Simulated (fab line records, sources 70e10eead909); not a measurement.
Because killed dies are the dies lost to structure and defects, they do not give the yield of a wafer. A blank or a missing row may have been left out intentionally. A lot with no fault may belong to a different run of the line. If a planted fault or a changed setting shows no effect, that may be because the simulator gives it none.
fab line records	flow nand_harc
[record] lots = 5	wafers = 15	last_day = 33
route steps=1302 shown P_GATE@126 END@1302
lots that met no fault: taken from a fault-free run of the same line
start_h: hours from the record's first day to the start of the lot's first wafer shown	wait_h: how many hours have passed since the lot's step before this one	" as in the row above	L1.1+2: a row that stands for several wafers	- no value, or no start given	* or withheld: withheld	< > ~ a bound
route shown NAME@n: names a module that has steps shown in the file, with the first one's number in the route	usual: mean/standard deviation taken from wafers without a fault	same: alike in all rows	chamber/n: place in a boat	sites: each site's reading	_std_site: standard deviation of those values	_edge_site: the outer-site mean with the inner-site mean subtracted	radius_mm: how far each site lies from the wafer's centre	mask NAME#n: copy n	behind: the tool/chamber that last shaped the wafer	hold: why the lot was held/for how many hours/how that ended	device: the transistor (n, p or np) that didn't switch	end of line: the tests these same wafers got at the end of their route	a step given without rows: its recipe and nothing more	killed: the dies lost at the first sort to structure and to defects; this is not the yield of the wafer	map: the dies of a wafer, with x for killed, . for not killed, _ for no die there
set.NAME: the setting as run; set.NAME@STEP: as run at that earlier step	model.NAME: the simulator's own value behind a step, which no gauge read
a table for each step, a row for each wafer; lots at some steps of the route
services: the hour from which a tool's chamber was out of use, counted from the record's first day as start_h (under 0 if before that day), plus the number of hours and why
[[steps]]
[step NHARC_P_GATE_STRIP_15]
[recipe] time_s = 780	temp_c = 130	chemistry = SPM
[step NHARC_P_GATE_PRECLEAN_71]
[recipe] time_s = *	temp_c = 50	bath_age_min = 0	chemistry = SC1
[step NHARC_P_GATE_SRD_72]
[step NHARC_P_GATE_OXIDE_16]
[recipe] target_thk_a = 30	temp_c = 875	ox_time_s = 392	material = SiO2
[step NHARC_P_GATE_CVD_17]
[recipe] target_thk_a = 1500	temp_c = 620	time_s = 900	material = poly-Si
[step NHARC_P_GATE_HM_DEP_102]
[recipe] target_thk_a = 1200	temp_c = 400	material = aC
[usual] throttle_valve_pct = 35.000/0.01
lot.wafer	tool	chamber	start_h	wait_h	throttle_valve_pct
L703.1	acl_dep-01	0	121.13	3.0	34.989
L703.3	"	0	"	"	35.000
L703.4	"	0	"	"	34.992
L710.1	acl_dep-02	0	192.08	0.4	35.004
L710.2	"	0	"	"	34.996
L710.4	"	0	"	"	35.002
L715.2	acl_dep-02	0	242.07	2.6	35.012
L715.4	"	0	"	"	35.005
L715.6	"	0	"	"	34.991
L720.2	acl_dep-02	0	310.98	9.2	35.001
L720.5	"	0	"	"	34.997
L720.6	"	0	"	"	35.022
L722.1	acl_dep-01	0	317.53	2.3	35.003
L722.2	"	0	"	"	34.982
L722.6	"	0	"	"	34.998
[step NHARC_P_GATE_DEP_103]
[recipe] target_thk_a = 300	target_thk_nm = 30	temp_c = 400	flow_sccm = 200	rf_w = 350	material = SiON
[step NHARC_P_GATE_DEHYDRATE_18]
[recipe] temp_c = 150	time_s = 120
[step NHARC_P_GATE_HMDS_19]
[recipe] time_s = 30
[step NHARC_P_GATE_COAT_20]
[recipe] spin_rpm = 1500	resist_thk_nm = 90
[step NHARC_P_GATE_SOFTBAKE_21]
[recipe] temp_c = 105	time_s = 55
[step NHARC_P_GATE_EBR_22]
[step NHARC_P_GATE_EXPOSE_23]
[recipe] na = 1.35	target_cd_nm = 120	dose_mj = 93.91	mask_id = P_GATE
lot.wafer	tool	chamber	start_h	wait_h	mask
L703.1+3+4	arfi_scanner-01	0	122.33	-	P_GATE#0
L710.1+2+4	arfi_scanner-02	0	193.28	-	P_GATE#0
L715.2+4+6	arfi_scanner-02	0	243.18	-	P_GATE_R1#0
L720.2+5+6	arfi_scanner-01	0	312.07	-	P_GATE#0
L722.1+2+6	arfi_scanner-01	0	318.61	-	P_GATE#0
[step NHARC_P_GATE_PEB_24]
[recipe] peb_temp_c = 100	peb_time_s = 65
[step NHARC_P_GATE_DEVELOP_25]
[recipe] develop_time_s = 35	dev_temp_c = 23
[step NHARC_P_GATE_CD_MEAS_26]
[recipe] target_cd_nm = 120	landing_energy_ev = 500
[usual] cd_nm = 120.1/0.58
lot.wafer	tool	chamber	start_h	wait_h	hold	cd_nm
L703.1	cd_sem-03	0	122.47	-	-	119.7
L703.3	"	0	"	"	-	120.0
L703.4	"	0	"	"	-	119.9
L710.1	cd_sem-03	0	193.42	-	-	120.7
L710.2	"	0	"	"	-	120.3
L710.4	"	0	"	"	-	120.3
L715.2	cd_sem-03	0	243.32	-	await_dispo/0.2h/release	111.9
L715.4	"	0	"	"	await_dispo/0.2h/release	112.5
L715.6	"	0	"	"	await_dispo/0.2h/release	112.3
L715.2	cd_sem-03	0	-	-	-	111.7
L715.4	"	0	"	"	-	111.7
L715.6	"	0	"	"	-	111.9
L720.2	cd_sem-02	0	312.21	-	-	119.1
L720.5	"	0	"	"	-	120.1
L720.6	"	0	"	"	-	119.3
L722.1	cd_sem-03	0	318.75	-	-	120.2
L722.2	"	0	"	"	-	120.1
L722.6	"	0	"	"	-	121.0
[step NHARC_P_GATE_OVL_MEAS_27]
[usual] overlay_x_nm = -0.1/0.63	overlay_y_nm = 0.0/0.74
lot.wafer	tool	chamber	start_h	wait_h	hold	overlay_x_nm	overlay_y_nm
L703.1	overlay-01	-	122.56	-	-	-0.2	-0.2
L703.3	"	-	"	"	-	-0.3	-0.1
L703.4	"	-	"	"	-	-0.5	-0.7
L710.1	overlay-02	-	193.51	-	-	-0.2	-0.4
L710.2	"	-	"	"	-	0.2	0.0
L710.4	"	-	"	"	-	0.2	-0.5
L715.2	overlay-02	-	246.28	-	await_dispo/2.7h/release	-0.4	-0.1
L715.4	"	-	"	"	await_dispo/2.7h/release	-1.1	0.0
L715.6	"	-	"	"	await_dispo/2.7h/release	-0.7	-0.1
L720.2	overlay-01	-	312.30	-	-	-1.1	-0.3
L720.5	"	-	"	"	-	-1.6	-0.2
L720.6	"	-	"	"	-	-0.7	0.2
L722.1	overlay-02	-	318.84	-	-	-0.8	0.5
L722.2	"	-	"	"	-	-0.5	0.9
L722.6	"	-	"	"	-	0.0	0.8
[step NHARC_P_GATE_INSPECT_28]
[usual] raw_defect_count = 6.2/2.8
lot.wafer	tool	chamber	start_h	wait_h	raw_defect_count
L703.1	defect_inspect-02	-	122.60	0.0	7
L703.3	"	-	"	"	6
L703.4	"	-	"	"	7
L710.1	defect_inspect-02	-	193.55	0.0	2
L710.2	"	-	"	"	7
L710.4	"	-	"	"	6
L715.2	defect_inspect-02	-	246.32	0.0	8
L715.4	"	-	"	"	4
L715.6	"	-	"	"	3
L720.2	defect_inspect-02	-	312.33	0.0	7
L720.5	"	-	"	"	8
L720.6	"	-	"	"	7
L722.1	defect_inspect-02	-	318.88	0.0	5
L722.2	"	-	"	"	5
L722.6	"	-	"	"	11
[step NHARC_P_GATE_DESCUM_31]
[recipe] time_s = 3	o2_flow_sccm = 200	ar_flow_sccm = 0	bias_power_w = 0	chemistry = O2
[usual] drypump_motor_current_A = 5.8/0.44	oes_product_au = 1.002/0.0089	rf_vpp_V = 57.8/0.9	showerhead_plenum_p_Torr = 1.91/0.084	throttle_valve_pct = 11.312/0.0099
lot.wafer	tool	chamber	start_h	wait_h	drypump_motor_current_A	oes_product_au	rf_hours_counter_h	rf_vpp_V	showerhead_plenum_p_Torr	throttle_valve_pct	model.P_GATE.cd_nm
L703.3	rie_diel-10	1	122.66	0.1	5.3	0.990	1.9	58.7	1.89	11.327	119
L703.4	"	2	"	"	5.4	1.012	2.8	57.7	2.04	11.310	120.2
L703.1	"	3	"	"	5.4	0.985	2.8	59.1	2.06	11.316	119.5
L710.1	rie_diel-10	2	193.61	0.1	5.4	1.026	6.8	57.1	2.04	11.302	121.1
L710.2	"	0	"	"	5.3	0.996	5.8	57.8	1.84	11.297	120.4
L710.4	"	0	"	"	5.3	1.011	-	56.5	1.84	11.314	120.4
L715.2	rie_diel-08	3	246.75	0.4	6.4	1.001	3.3	58.1	1.94	11.300	112.3
L715.4	"	0	"	"	5.7	0.991	2.5	58.2	1.97	11.318	112.4
L715.6	"	2	"	"	5.8	1.005	-	58.3	1.84	11.299	112.7
L720.2	rie_diel-01	0	312.42	0.1	6.2	1.002	5.5	57.4	1.86	11.319	118.3
L720.6	"	1	"	"	5.5	1.015	-	57.8	1.80	11.314	119
L720.5	"	2	"	"	6.4	1.006	-	58.7	2.02	11.308	121.3
L722.2	rie_diel-08	1	318.95	0.1	6.5	0.995	7.8	57.7	1.83	11.303	120.5
L722.1	"	2	"	"	5.8	1.005	7.3	57.0	1.83	11.311	120.6
L722.6	"	1	"	"	6.5	0.982	-	58.5	1.83	11.293	121.4
[step NHARC_P_GATE_ETCH_104]
[recipe] target_depth_a = 600	time_s = withheld	cf4_flow_sccm = 100	chf3_flow_sccm = 30	ar_flow_sccm = 0	rf_w = 500	bias_w = 200	chemistry = CF4/CHF3
[usual] bias_w = 199.9/0.64	drypump_motor_current_A = 5.8/0.44	oes_product_au = 0.948/0.021	rf_vpp_V = 370.5/2.3	showerhead_plenum_p_Torr = 1.57/0.064	throttle_valve_pct = 16.802/0.0091
lot.wafer	tool	chamber	start_h	wait_h	bias_w	drypump_motor_current_A	oes_product_au	rf_vpp_V	showerhead_plenum_p_Torr	throttle_valve_pct
L703.4	rie_diel-10	1	122.74	0.1	199.6	5.3	0.927	369.9	1.56	16.778
L703.1	"	3	"	"	197.9	5.4	0.906	375.3	1.69	16.807
L703.3	"	0	"	"	200.2	5.3	0.916	370.1	1.52	16.778
L710.1	rie_diel-10	0	193.71	0.1	201.2	5.3	0.927	369.6	1.52	16.813
L710.2	"	2	"	"	200.8	5.4	0.925	374.6	1.67	16.801
L710.4	"	0	"	"	200.6	5.3	0.934	368.4	1.52	16.805
L715.2	rie_diel-08	3	246.82	0.1	200.6	6.4	0.964	371.2	1.60	16.806
L715.4	"	0	"	"	200.8	5.7	0.967	370.7	1.62	16.790
L715.6	"	1	"	"	200.0	6.4	0.967	368.5	1.51	16.810
L720.2	rie_diel-01	1	312.49	0.1	200.5	5.4	0.945	368.9	1.48	16.795
L720.6	"	2	"	"	200.1	6.4	0.923	373.3	1.66	16.798
L720.5	"	3	"	"	199.2	6.0	0.930	372.6	1.60	16.818
L722.1	rie_diel-08	2	319.03	0.1	199.7	5.8	0.988	367.0	1.51	16.800
L722.2	"	3	"	"	199.3	6.4	0.975	370.7	1.60	16.816
L722.6	"	1	"	"	200.0	6.4	0.955	368.5	1.50	16.804
[step NHARC_P_GATE_HM_OPEN_105]
[recipe] target_depth_a = 3600	o2_flow_sccm = 400	cos_flow_sccm = 20	ar_flow_sccm = 0	rf_w = 500	bias_w = 300	chemistry = O2/COS
[usual] bias_w = 300.0/0.9	drypump_motor_current_A = 5.8/0.44	oes_product_au = 1.002/0.0092	rf_vpp_V = 467.3/2.9	showerhead_plenum_p_Torr = 3.13/0.13	throttle_valve_pct = 28.330/0.01
lot.wafer	tool	chamber	start_h	wait_h	bias_w	drypump_motor_current_A	oes_product_au	rf_hours_counter_h	rf_vpp_V	showerhead_plenum_p_Torr	throttle_valve_pct
L703.1	rie_diel-10	0	-	-	299.6	5.2	0.996	1.6	465.0	3.01	28.334
L703.4	"	1	"	"	300.6	5.3	1.000	1.9	465.3	3.09	28.345
L703.3	"	2	"	"	299.7	5.4	1.003	2.8	471.4	3.32	28.326
L710.1	rie_diel-10	0	-	-	300.8	5.3	0.989	5.8	465.3	3.01	28.311
L710.2	"	2	"	"	299.4	5.4	1.005	6.9	471.3	3.32	28.339
L710.4	"	0	"	"	299.4	5.2	0.999	-	464.2	3.01	28.341
L715.4	rie_diel-08	1	-	-	301.2	6.5	1.014	3.4	464.4	2.99	28.343
L715.2	"	2	"	"	301.4	5.8	1.012	3.4	464.5	3.00	28.354
L715.6	"	1	"	"	301.5	6.4	1.022	-	463.5	2.99	28.320
L720.2	rie_diel-01	2	-	-	298.1	6.4	1.002	4.9	470.8	3.29	28.330
L720.5	"	2	"	"	300.1	6.4	0.998	-	469.6	3.29	28.335
L720.6	"	3	"	"	300.3	6.0	1.001	-	468.1	3.18	28.344
L722.2	rie_diel-08	1	-	-	300.7	6.4	1.001	7.9	464.8	2.99	28.317
L722.1	"	2	"	"	300.3	5.8	0.992	7.3	464.9	3.00	28.334
L722.6	"	0	"	"	300.2	5.7	0.996	-	469.4	3.21	28.325
[step NHARC_P_GATE_STRIP_106]
[recipe] o2_flow_sccm = 400	cos_flow_sccm = 20	ar_flow_sccm = 0	bias_w = 0	chemistry = O2/COS
[step NHARC_P_GATE_ETCH_114]
[recipe] target_depth_a = 300	overetch_a = 30	time_s = 16.5	ion_energy_ev = 100	cf4_flow_sccm = 80	o2_flow_sccm = 20	ar_flow_sccm = 0	rf_w = 300	bias_w = 100	chemistry = CF4/O2
[usual] bias_w = 100.0/0.31	drypump_motor_current_A = 5.8/0.44	oes_f_703_au = 1.000/0.0047	oes_product_au = 1.000/0.0084	rf_vpp_V = 197.9/1.4	showerhead_plenum_p_Torr = 1.34/0.056	throttle_valve_pct = 13.398/0.0086
lot.wafer	tool	chamber	start_h	wait_h	bias_w	drypump_motor_current_A	oes_f_703_au	oes_product_au	rf_hours_counter_h	rf_vpp_V	showerhead_plenum_p_Torr	throttle_valve_pct
L703.3	rie_diel-10	3	-	-	99.6	5.4	1.009	0.985	2.8	200.0	1.43	13.396
L703.4	"	0	"	"	100.1	5.2	0.997	1.010	1.6	196.3	1.29	13.389
L703.1	"	1	"	"	99.3	5.4	1.003	0.981	1.9	196.6	1.32	13.409
L710.1	rie_diel-10	0	-	-	100.1	5.2	1.004	0.990	5.8	196.5	1.29	13.406
L710.2	"	2	"	"	100.4	5.4	0.998	0.997	6.9	198.9	1.42	13.404
L710.4	"	0	"	"	100.2	5.2	1.000	0.992	-	196.7	1.28	13.400
L715.4	rie_diel-08	3	-	-	100.2	6.4	0.998	1.001	3.4	198.9	1.36	13.408
L715.2	"	1	"	"	100.4	6.4	0.990	1.008	3.4	196.2	1.28	13.405
L715.6	"	3	"	"	100.1	6.5	1.002	1.006	-	199.0	1.36	13.404
L720.2	rie_diel-01	2	-	-	99.9	6.4	0.997	0.999	5.0	200.0	1.41	13.391
L720.5	"	2	"	"	99.6	6.4	0.993	1.009	-	199.8	1.41	13.387
L720.6	"	3	"	"	100.4	6.0	0.993	1.012	-	199.1	1.36	13.396
L722.2	rie_diel-08	3	-	-	99.9	6.5	0.997	1.007	7.5	199.4	1.35	13.385
L722.1	"	0	"	"	100.0	5.7	0.993	1.007	5.8	198.4	1.37	13.408
L722.6	"	0	"	"	99.9	5.7	1.009	1.010	-	199.0	1.37	13.412
[step NHARC_P_GATE_ETCH_32]
[recipe] target_depth_a = 1500	over_etch_frac = 1	over_etch_ion_energy_ev = 40	time_s = 100.1	hbr_flow_sccm = 150	cl2_flow_sccm = 50	rf_w = 400	icp_w = 400	bias_w = 100	chemistry = HBr/Cl2
[usual] bias_w = 100.04/0.28	drypump_motor_current_A = 5.7/0.42	oes_product_au = 0.999/0.011	throttle_valve_pct = 26.407/0.0097
lot.wafer	tool	chamber	start_h	wait_h	bias_w	drypump_motor_current_A	oes_product_au	rf_hours_counter_h	throttle_valve_pct	model.P_GATE.cd_nm
L703.1	rie_si-06	0	123.58	-	100.57	5.4	1.004	0.3	26.404	119
L703.4	"	1	"	"	100.31	5.4	1.002	0.2	26.426	119.9
L703.3	"	3	"	"	100.27	5.3	1.005	0.2	26.403	118.5
L710.4	rie_si-06	1	194.18	-	100.09	5.4	0.993	0.6	26.403	124.5
L710.1	"	3	"	"	100.26	5.3	1.000	0.7	26.418	119
L710.2	"	0	"	"	100.82	5.3	0.989	0.7	26.407	122.2
L715.2	rie_si-03	0	247.21	-	99.93	5.7	0.998	0.1	26.412	114.6
L715.4	"	1	"	"	99.95	6.5	1.002	0.1	26.409	114.9
L715.6	"	3	"	"	99.90	5.6	1.007	-	26.409	112.2
L720.2	rie_si-03	2	312.87	-	99.88	5.6	0.988	0.5	26.419	121.6
L720.6	"	1	"	"	99.70	6.5	0.979	-	26.400	122.7
L720.5	"	2	"	"	99.76	5.6	1.005	-	26.396	124.5
L722.2	rie_si-05	2	319.43	-	99.90	6.0	1.002	0.0	26.411	119.4
L722.1	"	3	"	"	100.41	5.1	1.002	0.0	26.408	125.2
L722.6	"	1	"	"	100.47	6.2	0.997	-	26.397	124.3
[step NHARC_P_GATE_STRIP_108]
[recipe] o2_flow_sccm = 500	ar_flow_sccm = 0	bias_w = 0	chemistry = O2
[usual] drypump_motor_current_A = 5.8/0.43	oes_product_au = 1.001/0.0091	rf_vpp_V = 57.8/0.9	showerhead_plenum_p_Torr = 3.53/0.14	throttle_valve_pct = 17.036/0.0094
[same] bias_w = 0
lot.wafer	tool	chamber	start_h	wait_h	drypump_motor_current_A	oes_product_au	rf_hours_counter_h	rf_vpp_V	showerhead_plenum_p_Torr	throttle_valve_pct
L703.3	rie_diel-08	0	123.74	-	5.7	1.015	6.4	57.7	3.63	17.045
L703.4	"	1	"	"	6.4	1.002	5.2	57.6	3.38	17.031
L703.1	"	3	"	"	6.5	0.999	4.8	57.1	3.58	17.022
L710.1	rie_diel-01	3	194.34	-	6.0	1.003	8.9	57.9	3.59	17.025
L710.2	"	1	"	"	5.4	1.005	8.9	55.3	3.33	17.039
L710.4	"	1	"	"	5.5	1.000	-	58.6	3.33	17.042
L715.4	rie_diel-01	0	247.37	-	6.2	1.014	2.0	56.8	3.43	17.040
L715.2	"	2	"	"	6.4	1.012	1.7	59.5	3.72	17.023
L715.6	"	0	"	"	6.2	1.010	-	56.6	3.43	17.027
L720.2	rie_diel-08	1	313.05	-	6.4	1.001	7.8	56.8	3.38	17.039
L720.5	"	3	"	"	6.5	0.999	-	58.2	3.58	17.034
L720.6	"	0	"	"	5.7	1.000	-	58.8	3.62	17.038
L722.2	rie_diel-10	1	319.56	-	5.3	0.991	5.0	57.2	3.48	17.021
L722.1	"	2	"	"	5.4	1.012	5.6	58.0	3.74	17.034
L722.6	"	1	"	"	5.3	0.988	-	58.0	3.48	17.048
[step NHARC_END_SORT_01]
[recipe] temp_c = 25
[usual] killed_at_array = 54/18	killed_at_other = 0.7/0.87	killed_at_periphery = 3.7/2.5	killed_dies = 59/19	killed_open = 3.3/2	killed_short = 2.6/1.6
[same] gross_dies = 677
lot.wafer	tool	chamber	start_h	wait_h	killed_at_array	killed_at_other	killed_at_periphery	killed_dies	killed_open	killed_short
L710.1	prober-01	0	647.59	2.5	34	2	2	38	3	4
L710.2	prober-01	0	648.39	2.8	26	1	4	31	3	2
L710.4	prober-01	0	649.99	3.4	35	2	2	39	2	2
L715.2	prober-02	0	717.73	2.8	52	0	3	55	2	2
L715.4	prober-02	0	719.37	3.5	56	0	3	59	2	1
L715.6	prober-02	0	721.02	4.1	64	0	4	68	2	2
L722.1	prober-01	0	779.22	2.5	37	0	3	40	4	2
// killed by level:class
L710.1 A_CHANNEL_HOLE_D2:chamber_film_flake=15 A_CONTACT:chamber_film_flake=5 A_ONON_D1:geometric_particle:short=3 A_CHANNEL_HOLE_D1:chamber_film_flake=3 P_M2:chamber_film_flake=2 THIN_TSV:chamber_film_flake=2 A_SLIT:chamber_film_flake=2 A_WL_FILL:chamber_film_flake=2
L710.2 A_CHANNEL_HOLE_D2:chamber_film_flake=12 A_CHANNEL_HOLE_D1:chamber_film_flake=6 A_CONTACT:chamber_film_flake=5 P_STI:chamber_film_flake=2 P_GATE:geometric_particle:short=1 P_M2:geometric_particle:open=1 A_ONON_D1:geometric_particle:open=1 A_BLC:geometric_particle:short=1
L710.4 A_CHANNEL_HOLE_D2:chamber_film_flake=15 A_CONTACT:chamber_film_flake=8 A_CHANNEL_HOLE_D1:chamber_film_flake=6 P_GATE:chamber_film_flake=2 THIN_TSV:chamber_film_flake=2 A_ONON_D1:geometric_particle:open=1 A_CHANNEL_FILL_D1:geometric_particle:short=1 A_ONON_D2:geometric_particle:short=1
L715.2 A_SLIT:chamber_film_flake=30 A_CHANNEL_HOLE_D1:chamber_film_flake=6 A_STAIRCASE:chamber_film_flake=4 A_CONTACT:chamber_film_flake=3 A_BLC:chamber_film_flake=3 A_DECK1_JOINT:chamber_film_flake=2 A_CHANNEL_FILL_D1:geometric_particle:short=1 A_CHANNEL_FILL_D1:geometric_particle:open=1
L715.4 A_SLIT:chamber_film_flake=31 A_CHANNEL_HOLE_D1:chamber_film_flake=13 A_BLC:chamber_film_flake=5 A_STAIRCASE:chamber_film_flake=3 A_ONON_D1:geometric_particle:open=2 P_GATE:chamber_film_flake=2 A_WL_FILL:geometric_particle:short=1 P_M1:chamber_film_flake=1
L715.6 A_SLIT:chamber_film_flake=38 A_CHANNEL_HOLE_D1:chamber_film_flake=11 A_STAIRCASE:chamber_film_flake=4 A_BLC:chamber_film_flake=4 P_BONDPAD:chamber_film_flake=3 A_DECK1_JOINT:geometric_particle:short=1 A_ONON_D2:geometric_particle:open=1 A_CHANNEL_HOLE_D2:geometric_particle:short=1
L722.1 A_CONTACT:chamber_film_flake=18 A_SLIT:chamber_film_flake=7 A_STAIRCASE:chamber_film_flake=5 P_CONTACT:geometric_particle:open=2 A_CHANNEL_HOLE_D1:chamber_film_flake=2 A_CHANNEL_FILL_D1:chamber_film_flake=2 P_M1:geometric_particle:open=1 A_SOURCE_PLATE:geometric_particle:short=1
[[services]]
tool	chamber	start_h	hours	kind
rie_diel-08	3	99.96	23.6	repair
arfi_scanner-02	-	108.70	1.6	repair
arfi_scanner-02	-	111.28	9.2	repair
rie_diel-08	0	137.77	9.3	repair
arfi_scanner-02	-	140.00	4.0	pm
rie_diel-08	1	152.97	10.4	repair
rie_diel-08	3	158.81	3.5	repair
rie_diel-10	3	164.30	1.6	repair
rie_diel-01	0	166.26	7.3	repair
rie_si-06	-	175.49	0.4	repair
arfi_scanner-02	-	183.49	0.6	repair
rie_diel-01	0	188.89	16.3	repair
acl_dep-01	-	189.77	13.0	pm
rie_diel-08	-	190.80	9.0	pm
rie_si-06	3	197.77	13.4	repair
rie_diel-10	2	197.99	7.6	repair
rie_diel-01	-	204.01	9.0	pm
rie_diel-08	0	213.75	4.9	repair
arfi_scanner-01	-	225.09	0.7	repair
rie_diel-10	-	242.97	9.0	pm
acl_dep-02	-	248.78	13.0	pm
arfi_scanner-01	-	252.60	4.0	pm
arfi_scanner-01	-	257.72	0.8	repair
rie_diel-08	3	265.34	3.9	repair
[[key]]
[first_sign] step = NHARC_P_GATE_EXPOSE_23	reading = mask	direction = changed
[effect] step = NHARC_P_GATE_CD_MEAS_26	reading = visit	direction = added
[effect] step = NHARC_P_GATE_CD_MEAS_26	reading = cd_nm	direction = down	sigmas = 14	usual = 120.1	struck = 112.2
[model_effect] step = NHARC_P_GATE_DESCUM_31	value = P_GATE.cd_nm	without = 120.9	struck = 112.5
[model_effect] step = NHARC_P_GATE_ETCH_32	value = P_GATE.cd_nm	without = 122.3	struck = 113.9
met_at NHARC_P_GATE_EXPOSE_23
struck_wafers L715.2,L715.4,L715.6
tester_left_out L715
onset_between 193.28 243.18
[fault] kind = wrong_mask	tool = any	chamber = -	onset_h = 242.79	steps = NHARC_P_GATE_EXPOSE_23	aux_copy = P_GATE_R1#0	cd_offset_nm = -8.445	scope = struck_lots_only
// tester_left_out: of these lots the tester's yield and bins aren't shown, on N5 and GAA mostly nor the transistor test; their killed dies are dies lost to structure and defects alone, not to doping, threshold or leakage, so they don't give the yield
